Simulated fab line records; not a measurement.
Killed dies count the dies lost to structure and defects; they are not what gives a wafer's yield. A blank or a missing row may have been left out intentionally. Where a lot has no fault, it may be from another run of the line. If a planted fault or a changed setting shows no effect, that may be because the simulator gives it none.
Split-lot experiment :: flow n5Finfet :: 7 lots, 21 wafers read, on a route of 1938 steps

== ABOUT THE SPLIT ==
At N5_SD_EPI_N_EXPOSE_06 (exposes mask SD N BLK, target cd 120 nm), the setting doseMj was moved away from the recipe's 39.75 on 10 of the 21 wafers read, by -5.8% to +2.8%. This setting was run at the recipe's value on the other wafers.

== FROM THE SPLIT TO THE READING: what the file shows between them, 2 steps ==
- N5_SD_EPI_N_PEB_07: peb time 60 s
- N5_SD_EPI_N_DEVELOP_08: develop time 30 s

== THE READING ==
cdNm at N5_SD_EPI_N_CD_MEAS_09, given in nm (cd target 120 nm). Fault-free wafers of this fab line usually give 120.0 nm, standard deviation 0.66 nm.

wafer: L077.1
tool, chamber at the split: arfiScanner-02, 0
doseMj as run: 37.56
against the recipe: -5.5%
cdNm, nm: 115.4
against lot-mates on the recipe: -4.8

wafer: L077.5
tool, chamber at the split: arfiScanner-02, 0
doseMj as run: 39.75
against the recipe: recipe
cdNm, nm: 120.2
against lot-mates on the recipe: -

wafer: L077.6
tool, chamber at the split: arfiScanner-02, 0
doseMj as run: 37.56
against the recipe: -5.5%
cdNm, nm: 115.6
against lot-mates on the recipe: -4.6

wafer: L078.4
tool, chamber at the split: arfiScanner-02, 0
doseMj as run: 38.56
against the recipe: -3.0%
cdNm, nm: 117.0
against lot-mates on the recipe: -2.2

wafer: L078.5
tool, chamber at the split: arfiScanner-02, 0
doseMj as run: 39.75
against the recipe: recipe
cdNm, nm: 119.5
against lot-mates on the recipe: -

wafer: L078.6
tool, chamber at the split: arfiScanner-02, 0
doseMj as run: 39.75
against the recipe: recipe
cdNm, nm: 118.8
against lot-mates on the recipe: -

wafer: L080.1
tool, chamber at the split: arfiScanner-01, 0
doseMj as run: 39.75
against the recipe: recipe
cdNm, nm: 120.1
against lot-mates on the recipe: -

wafer: L080.5
tool, chamber at the split: arfiScanner-01, 0
doseMj as run: 39.75
against the recipe: recipe
cdNm, nm: 119.6
against lot-mates on the recipe: -

wafer: L080.6
tool, chamber at the split: arfiScanner-01, 0
doseMj as run: 39.75
against the recipe: recipe
cdNm, nm: 120.4
against lot-mates on the recipe: -

wafer: L083.4
tool, chamber at the split: arfiScanner-01, 0
doseMj as run: 40.87
against the recipe: +2.8%
cdNm, nm: 123.9
against lot-mates on the recipe: +4.0

wafer: L083.5
tool, chamber at the split: arfiScanner-01, 0
doseMj as run: 39.75
against the recipe: recipe
cdNm, nm: 119.9
against lot-mates on the recipe: -

wafer: L083.6
tool, chamber at the split: arfiScanner-01, 0
doseMj as run: 40.87
against the recipe: +2.8%
cdNm, nm: 122.0
against lot-mates on the recipe: +2.1

wafer: L084.2
tool, chamber at the split: arfiScanner-03, 0
doseMj as run: 37.45
against the recipe: -5.8%
cdNm, nm: 116.3
against lot-mates on the recipe: -3.3

wafer: L084.4
tool, chamber at the split: arfiScanner-03, 0
doseMj as run: 37.45
against the recipe: -5.8%
cdNm, nm: 116.1
against lot-mates on the recipe: -3.5

wafer: L084.6
tool, chamber at the split: arfiScanner-03, 0
doseMj as run: 39.75
against the recipe: recipe
cdNm, nm: 119.6
against lot-mates on the recipe: -

wafer: L096.3
tool, chamber at the split: arfiScanner-03, 0
doseMj as run: 38.88
against the recipe: -2.2%
cdNm, nm: 118.6
against lot-mates on the recipe: no lot-mate on the recipe

wafer: L096.5
tool, chamber at the split: arfiScanner-03, 0
doseMj as run: 38.88
against the recipe: -2.2%
cdNm, nm: 118.0
against lot-mates on the recipe: no lot-mate on the recipe

wafer: L096.6
tool, chamber at the split: arfiScanner-03, 0
doseMj as run: 38.88
against the recipe: -2.2%
cdNm, nm: 118.9
against lot-mates on the recipe: no lot-mate on the recipe

wafer: L097.2
tool, chamber at the split: arfiScanner-01, 0
doseMj as run: 39.75
against the recipe: recipe
cdNm, nm: 120.4
against lot-mates on the recipe: -

wafer: L097.4
tool, chamber at the split: arfiScanner-01, 0
doseMj as run: 39.75
against the recipe: recipe
cdNm, nm: 120.1
against lot-mates on the recipe: -

wafer: L097.5
tool, chamber at the split: arfiScanner-01, 0
doseMj as run: 39.75
against the recipe: recipe
cdNm, nm: 119.9
against lot-mates on the recipe: -

THE FIT
A straight line over all 21 wafers: cdNm changes by +0.781 nm for each +1% of doseMj; r = +0.96; the points scatter about the line by 0.63 nm.
The same after taking each lot's own level away (the mean of its wafers on the recipe; 18 wafers): +0.776 nm for each +1%; r = +0.96; scatter 0.62 nm.
On that fit, the largest move of doseMj shifts the reading by 4.5 nm.
Measured against the standard deviation above, the lots' own levels, which go from 119.15 to 120.20 nm, span 1.6 times it.
The two slopes are in agreement: the lot-to-lot level therefore moves the slope only a little.
Check: for one of the wafers moved furthest among these (-5.8%), held out of the fit, the line's prediction against its lot-mates is -4.6 nm. It came out at -3.3 nm against them.

== FURTHER SPLITS ON THESE WAFERS ==
Note: prior to the reading, these wafers also went through further splits. Each is held against what the fit with the lots' levels taken away leaves over:
other split on the same wafers: N5_PMOS_HMC_CHANNEL_EPI_COAT_31 spinRpm
wafers away from the commonest value: 5
r with cdNm (lot level and that fit taken away): +0.01

other split on the same wafers: N5_PMOS_HMC_CHANNEL_EPI_PEB_07 pebTempC
wafers away from the commonest value: 7
r with cdNm (lot level and that fit taken away): -0.45

other split on the same wafers: N5_DUMMY_GATE_COAT_09 spinRpm
wafers away from the commonest value: 10
r with cdNm (lot level and that fit taken away): -0.45

other split on the same wafers: N5_DUMMY_GATE_EXPOSE_12 doseMj
wafers away from the commonest value: 6
r with cdNm (lot level and that fit taken away): -0.25

other split on the same wafers: N5_SPACER0_ALD_00 aldCycles
wafers away from the commonest value: 6
r with cdNm (lot level and that fit taken away): -0.07

== THE WHOLE CHAIN: every reading that the file lists as answering this split, in the file's order ==
step: N5_SD_EPI_N_CD_MEAS_09
what it does: target cd 120 nm
reading: cdNm
change (the file's fit): +0.746 nm for each +1% of the setting
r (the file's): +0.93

step: N5_SD_EPI_N_DESCUM_14
what it does: chemistry O2, time 7.9 s
reading: SD_EPI_N.cdNm (the simulator's own value, which no gauge read)
change (the file's fit): +0.78 nm for each +1% of the setting
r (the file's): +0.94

step: N5_SD_EPI_N_ETCH_34
what it does: etches SiARC in CF4, target depth 45.5 nm, time 75.8 s
reading: SD_EPI_N.cdNm (the simulator's own value, which no gauge read)
change (the file's fit): +0.763 nm for each +1% of the setting
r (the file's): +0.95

== FILE'S OWN FIT ==
cdNm changes by +0.746 nm for each +1% of doseMj, r = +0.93.
